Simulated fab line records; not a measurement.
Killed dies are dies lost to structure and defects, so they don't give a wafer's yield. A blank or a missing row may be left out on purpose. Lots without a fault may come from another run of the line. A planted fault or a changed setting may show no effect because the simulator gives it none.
A struck lot beside a sound one    flow nand_harc    18 out of 1302 route steps
Sound: these wafers, L920.2, L920.3, L920.4. Wafers struck: L928.3, L928.4, L928.5. The cause comes at the end.
Each step with rows lists, per side, the tool, then ch with its chambers, then its first start. Under that, the readings that differ: sound wafers    struck wafers    difference of the means    sigmas: that difference in standard deviations of wafers without a fault.
alike: readings whose means differ by less than 2 such deviations, and words and numbers that are the same on both sides. not compared: withheld readings, readings that some wafer has no value for, bounds like >300 that may hide the same value, and numbers for which the record gives no deviation and whose values overlap.
Wherever a step has rows on one side only, a row that says differs or no value, or a row with sigmas, the two part there. Numbers that don't overlap but have no deviation are shown without sigmas and don't part them. A reading that every wafer of one side lacks parts them only if that side has two wafers or more.

NHARC_A_STAIRCASE_CMP_472: polishes SiO2.
  sound on cmp-04 ch 0,1,2, day 20 01:28; struck on cmp-04 ch 2,3, day 23 12:21
  alike: motor_current_A
following that, these wafers have no rows for 1 step: NHARC_A_STAIRCASE_SRD_474.
NHARC_A_STAIRCASE_INSPECT_155:
  sound: defect_inspect-01 at day 20 01:48; struck: defect_inspect-02 at day 23 12:41
  alike: raw_defect_count
NHARC_A_SGD_CUT_DEP_00: deposits SiNx, target thk 50 nm.
  sound on pecvd-02 ch 0,1,2, day 20 01:52; struck on pecvd-03 ch 1,2, day 23 12:46
  alike: heater_power_w
then, 7 steps without rows for these wafers: NHARC_A_SGD_CUT_DEHYDRATE_01 (time 120 s); NHARC_A_SGD_CUT_HMDS_02 (time 30 s); NHARC_A_SGD_CUT_COAT_56 (time 75 s); NHARC_A_SGD_CUT_COAT_57 (time 65 s); NHARC_A_SGD_CUT_COAT_03 (resist thk 90 nm); NHARC_A_SGD_CUT_SOFTBAKE_04 (time 55 s); NHARC_A_SGD_CUT_EBR_05.
NHARC_A_SGD_CUT_EXPOSE_06: exposes mask SGD.
  sound on arfi_scanner-02 ch 0, day 20 02:27; struck on arfi_scanner-02 ch 0, day 23 13:13
reading                            sound                 struck             difference  sigmas
model.A_SGD_CUT.overlay_x_nm (nm)  0.8178 0.8178 0.8178  5.432 5.432 5.432  +4.614      
  alike: mask
then, 2 steps without rows for these wafers: NHARC_A_SGD_CUT_PEB_07 (peb time 65 s); NHARC_A_SGD_CUT_DEVELOP_08 (develop time 35 s).
NHARC_A_SGD_CUT_CD_MEAS_09: target cd 100 nm.
  sound on cd_sem-02 ch 0, day 20 02:35; struck on cd_sem-03 ch 0, day 23 13:22
  alike: cd_nm
NHARC_A_SGD_CUT_OVL_MEAS_10:
  sound: overlay-01 at day 20 02:41; struck: overlay-01 at day 23 13:26
reading            sound           struck       difference  sigmas
overlay_x_nm (nm)  0.6 1.2 1.1     5.6 5.0 5.0  +4.2        +5
overlay_y_nm (nm)  -1.4 -1.5 -1.1  1.2 1.3 0.9  +2.5        +3
NHARC_A_SGD_CUT_INSPECT_11:
  sound: defect_inspect-01 at day 20 02:43; struck: defect_inspect-02 at day 23 13:29
  alike: raw_defect_count
NHARC_END_SORT_01:
  the record has rows for the sound wafers here (prober-01 ch 0, day 26 17:19) and none for the struck ones

## WHERE THEY PART
Earliest at NHARC_A_SGD_CUT_OVL_MEAS_10; latest, in this record, at NHARC_END_SORT_01.

WHY: what the simulator had put in
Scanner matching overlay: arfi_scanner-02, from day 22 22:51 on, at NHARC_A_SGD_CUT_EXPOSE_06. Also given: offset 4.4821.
